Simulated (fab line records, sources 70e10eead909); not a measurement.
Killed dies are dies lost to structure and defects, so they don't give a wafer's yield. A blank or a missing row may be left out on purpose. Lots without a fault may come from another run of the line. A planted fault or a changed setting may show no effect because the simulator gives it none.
Which tool did it? | flow nand_harc | 14 lots, 42 wafers sampled, at 3 steps of a route of 1302

WHAT THE GAUGES READ, wafer by wafer
NHARC_A_M1_CD_MEAS_16. Usual: cd_nm 120.0 nm, standard deviation 0.74.
lot  | measured     | on        | cd_nm (nm)        | flag
L136 | day 22 06:40 | cd_sem-01 | 119.8 120.0 118.1 |
L138 | day 23 18:28 | cd_sem-02 | 120.5 119.3 118.9 |
L137 | day 23 20:26 | cd_sem-02 | 119.1 120.2 119.6 |
L140 | day 24 07:59 | cd_sem-03 | 119.9 119.2 120.0 |
L143 | day 26 13:20 | cd_sem-02 | 119.8 120.8 118.3 |
L144 | day 26 15:28 | cd_sem-03 | 120.3 119.0 120.2 |
L147 | day 27 16:36 | cd_sem-03 | 120.1 121.2 120.8 |
L145 | day 28 02:40 | cd_sem-03 | 120.2 120.3 121.0 |
L149 | day 28 05:11 | cd_sem-03 | 119.4 119.3 119.9 |
L151 | day 29 01:07 | cd_sem-03 | 119.7 118.9 121.0 |
L153 | day 30 02:18 | cd_sem-03 | 119.9 121.4 119.4 |
L158 | day 31 10:25 | cd_sem-03 | 120.3 119.3 120.4 |
L157 | day 31 14:21 | cd_sem-02 | 119.4 120.0 119.9 |
L159 | day 33 07:16 | cd_sem-02 | 120.0 118.9 119.7 |

WHICH TOOL RAN EACH LOT (tool, then ch and the chambers of the sampled wafers, then the start)
lot  | NHARC_A_M0_PRE_CLEAN_31         | NHARC_A_M1_ETCH_15
L136 | pecvd-02 ch 0,2, day 22 04:58   | rie_diel-02 ch 0,2,3, day 22 06:32
L138 | pecvd-02 ch 0,1,2, day 23 16:46 | rie_diel-04 ch 0,1,2, day 23 18:21
L137 | pecvd-03 ch 1,2, day 23 18:46   | rie_diel-02 ch 0,3, day 23 20:17
L140 | pecvd-04 ch 0,2, day 24 06:16   | rie_diel-04 ch 2,3, day 24 07:51
L143 | pecvd-04 ch 1,2, day 26 11:41   | rie_diel-02 ch 1,3, day 26 13:13
L144 | pecvd-02 ch 0,2, day 26 13:40   | rie_diel-04 ch 0,1, day 26 15:20
L147 | pecvd-03 ch 0,1, day 27 14:47   | rie_diel-13 ch 1,2,3, day 27 16:29
L145 | pecvd-02 ch 0,1,2, day 28 00:52 | rie_diel-02 ch 0,1,2, day 28 02:32
L149 | pecvd-03 ch 0,2, day 28 03:24   | rie_diel-13 ch 1,2, day 28 05:04
L151 | pecvd-02 ch 0,2, day 28 23:19   | rie_diel-04 ch 0,1,2, day 29 00:59
L153 | pecvd-02 ch 0,1,2, day 30 00:37 | rie_diel-04 ch 0,1, day 30 02:11
L158 | pecvd-04 ch 0,1,2, day 31 08:36 | rie_diel-13 ch 0,3, day 31 10:17
L157 | pecvd-04 ch 0,1,2, day 31 12:33 | rie_diel-13 ch 0,1,2, day 31 14:13
L159 | pecvd-04 ch 0,2, day 33 05:34   | rie_diel-13 ch 0,1,2, day 33 07:07
- NHARC_A_M0_PRE_CLEAN_31: time 12 s.
- NHARC_A_M1_ETCH_15: etches the open film in C4F8/Ar, target depth 182.5 nm, time 91.2 s.

WHAT THE TOOLS THEMSELVES READ (means of the sampled wafers that have a number; where no wafer has one, the mark that the record gives instead)
NHARC_A_M0_PRE_CLEAN_31. Usual: heater_power_w 621 W, standard deviation 74; rf_fwd_power_W 292.5 W, standard deviation 0.99.
lot  | tool     | heater_power_w (W) | rf_fwd_power_W (W) | flag
L136 | pecvd-02 | 642                | 293.1              |
L138 | pecvd-02 | 665                | 292.2              |
L137 | pecvd-03 | 607                | 292.4              |
L140 | pecvd-04 | 547                | 292.8              |
L143 | pecvd-04 | 714                | 292.5              |
L144 | pecvd-02 | 656                | 292.3              |
L147 | pecvd-03 | 599                | 293.4              |
L145 | pecvd-02 | 629                | 292.5              |
L149 | pecvd-03 | 625                | 292.4              |
L151 | pecvd-02 | 647                | 292.2              |
L153 | pecvd-02 | 605                | 293.6              |
L158 | pecvd-04 | 605                | 292.4              |
L157 | pecvd-04 | 605                | 291.8              |
L159 | pecvd-04 | 574                | 292.1              |

NHARC_A_M1_ETCH_15. Usual: oes_product_au 0.952 a.u., standard deviation 0.022; rf_fwd_power_W 595.7 W, standard deviation 2; rf_vpp_V 442.0 V, standard deviation 2.6; run_length_s 112.7 s, standard deviation 0.44.
lot  | tool        | oes_product_au (a.u.) | rf_fwd_power_W (W) | rf_vpp_V (V) | run_length_s (s) | flag
L136 | rie_diel-02 | 0.967                 | 598.5              | 443.0        | 112.7            |
L138 | rie_diel-04 | 0.964                 | 595.9              | 441.6        | 112.1            |
L137 | rie_diel-02 | 0.924                 | 597.4              | 441.4        | 112.7            |
L140 | rie_diel-04 | 0.980                 | 594.6              | 442.2        | 112.7            |
L143 | rie_diel-02 | 0.957                 | 595.7              | 440.8        | 112.3            |
L144 | rie_diel-04 | 0.921                 | 596.0              | 442.1        | 112.5            |
L147 | rie_diel-13 | 0.974                 | 595.3              | 444.7        | 112.8            |
L145 | rie_diel-02 | 0.961                 | 595.3              | 441.9        | 112.8            |
L149 | rie_diel-13 | 0.924                 | 594.8              | 443.8        | 112.7            |
L151 | rie_diel-04 | 0.948                 | 596.3              | 441.6        | 108.3            | OFF
L153 | rie_diel-04 | 0.921                 | 595.7              | 442.4        | 104.6            | OFF
L158 | rie_diel-13 | 0.928                 | 594.2              | 441.9        | 112.6            |
L157 | rie_diel-13 | 0.947                 | 595.3              | 441.4        | 112.8            |
L159 | rie_diel-13 | 0.918                 | 592.5              | 441.2        | 112.8            |

THE ANSWER, worked out from the rows above alone
Rule: a lot is off if the mean of its wafers that have a number lies more than 3 standard deviations from the usual mean. A lot without any number at a reading at which 4 lots or more have one is off too. The other lots that the step has rows for count as sound. The gauges are gone through in route order, then the tools' own readings, and for those a lot's mean is taken as printed above. The first step at which some lot is off is used, and at that step the reading that is off furthest; a lot without a number counts as furthest.
Off: L151, L153, at NHARC_A_M1_ETCH_15 (run_length_s).
A tool fits if, at that step or a process step before it, it ran every lot that is off, and no sound lot after the first of them. Can't be told from this: 2 tools fit, pecvd-02 at NHARC_A_M0_PRE_CLEAN_31, rie_diel-04 at NHARC_A_M1_ETCH_15.

WHAT THE SIMULATOR HAD PUT IN
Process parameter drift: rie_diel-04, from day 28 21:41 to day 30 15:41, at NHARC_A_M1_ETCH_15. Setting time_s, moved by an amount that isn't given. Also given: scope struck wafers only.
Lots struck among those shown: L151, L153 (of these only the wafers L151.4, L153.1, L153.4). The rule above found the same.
